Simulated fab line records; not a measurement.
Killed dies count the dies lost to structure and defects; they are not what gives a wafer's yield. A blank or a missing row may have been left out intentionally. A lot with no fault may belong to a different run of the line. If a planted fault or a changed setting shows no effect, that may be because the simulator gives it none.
Comparing a struck lot with a sound one    flow nand_harc    15 out of 1302 route steps
Sound: wafers L259.2, L259.4, L259.5. Struck: wafer L273.2 (L273.1, L273.5, from the same lot, were not struck and are left out); the cause is given at the end.
At each step with rows: each side's tool, then ch and its chambers, then its first start. Under that, the readings that differ: sound wafers    struck wafers    difference of the means    sigmas: that difference in standard deviations of wafers without a fault.
alike: readings with means less than 2 such deviations apart, plus words and numbers identical on both sides. not compared: withheld readings, readings lacking a value on some wafer, bounds such as >300 that could conceal the same value, and numbers that have no deviation in the record and whose values overlap.
Wherever a step has rows on one side only, a row that says differs or no value, or a row with sigmas, the two part there. When numbers do not overlap yet have no deviation, they are printed without sigmas and do not part them. A reading that every wafer of one side lacks parts them only if that side has two wafers or more.

NHARC_P_BONDPAD_CD_MEAS_09: the cd target is 500 nm.
  sound on cd_sem-02 ch 0, day 6 11:13; struck on cd_sem-03 ch 0, day 13 02:16
  alike: cd_nm
NHARC_P_BONDPAD_OVL_MEAS_38:
  struck on overlay-01, day 13 02:22; sound on overlay-01, day 6 11:17
  alike: overlay_x_nm, overlay_y_nm
then, 1 step without rows for these wafers: NHARC_P_BONDPAD_HARDBAKE_10 (time 65 s).
NHARC_P_BONDPAD_DESCUM_11: chemistry O2, time 3 s.
  sound on rie_diel-02 ch 0,2, day 6 11:26; struck on rie_diel-02 ch 0, day 13 02:29
  alike: drypump_motor_current_A, oes_product_au, rf_vpp_V, showerhead_plenum_p_Torr, throttle_valve_pct
  not compared: rf_hours_counter_h
then, 1 step without rows for these wafers: NHARC_P_BONDPAD_ETCH_37 (etches the open film in N2/H2, target depth 60 nm, overetch 18 nm, time 65.91 s).
NHARC_P_BONDPAD_ETCH_12: etches the open film in CHF3/O2, target depth 200 nm, time 100 s.
  sound on rie_diel-02 ch 0,1; struck on rie_diel-02 ch 3
reading                          sound                 struck  difference  sigmas
showerhead_plenum_p_Torr (Torr)  2.33 2.33 2.43        2.53    +0.17       +2
throttle_valve_pct (%)           20.567 20.570 20.575  20.595  +0.024      +3
  alike: drypump_motor_current_A, oes_product_au, rf_vpp_V
  not compared: rf_hours_counter_h
NHARC_P_BONDPAD_CD_MEAS_13:
  struck on cd_sem-03, day 13 02:49; sound on cd_sem-01, day 6 11:49
  alike: cd_nm
then, 1 step without rows for these wafers: NHARC_P_BONDPAD_STRIP_15 (strips in O2).
NHARC_P_BONDPAD_ETCH_24: etches the open film in CF4/N2, target depth 30 nm, time 72.99 s.
  sound on rie_diel-02 ch 0,1, day 6 12:04; struck on rie_diel-05 ch 3
  alike: drypump_motor_current_A, oes_product_au, rf_vpp_V, showerhead_plenum_p_Torr, throttle_valve_pct
  not compared: rf_hours_counter_h
then, 1 step without rows for these wafers: NHARC_P_BONDPAD_STRIP_16 (strips in post etch residue remover, time 600 s).
NHARC_P_BONDPAD_DEGAS_25: time 60 s.
  struck on pvd_sputter-03, day 13 03:27; sound on pvd_sputter-02, day 6 12:36
  alike: heater_power_w
NHARC_P_BONDPAD_PRE_CLEAN_26: time 30 s.
  sound on pvd_sputter-02; struck on pvd_sputter-03
  alike: heater_power_w
NHARC_P_BONDPAD_PVD_17: deposits TaN, target thk 5 nm, time 8.06 s.
  struck on pvd_sputter-03, day 13 03:35; sound on pvd_sputter-02, day 6 12:43
reading     sound           struck  difference  sigmas
time_s (s)  8.06 8.06 8.06  10.39   +2.33       
  alike: substrate_temp_c, throttle_valve_pct
then, 1 step without rows for these wafers: NHARC_P_BONDPAD_PVD_27 (deposits Cu, target thk 30 nm, time 20.49 s).
-- the record jumps here: 17 days lie between the struck wafers' starts before and after (it left off in module P_BONDPAD and takes up again in module END, whose first step shown is number 1302 of the route) --
NHARC_END_SORT_01:
  sound on prober-02 ch 0, day 24 09:16; struck on prober-01 ch 0, day 30 13:01
  alike: defect_limited_yield, killed_at_array, killed_at_other, killed_at_periphery, killed_dies, killed_open, killed_short, sort_bin_2_pct, sort_bin_3_pct, sort_bin_4_pct, sort_n_pass, sort_rim_yield_pct, sort_yield_pct

== WHERE THEY PART ==
Only at NHARC_P_BONDPAD_ETCH_12, as far as this record shows. Later steps at which nothing parts them and some readings are alike: NHARC_P_BONDPAD_CD_MEAS_13, NHARC_P_BONDPAD_ETCH_24, NHARC_P_BONDPAD_DEGAS_25, NHARC_P_BONDPAD_PRE_CLEAN_26, NHARC_P_BONDPAD_PVD_17, NHARC_END_SORT_01.

WHY: what had been put in by the simulator
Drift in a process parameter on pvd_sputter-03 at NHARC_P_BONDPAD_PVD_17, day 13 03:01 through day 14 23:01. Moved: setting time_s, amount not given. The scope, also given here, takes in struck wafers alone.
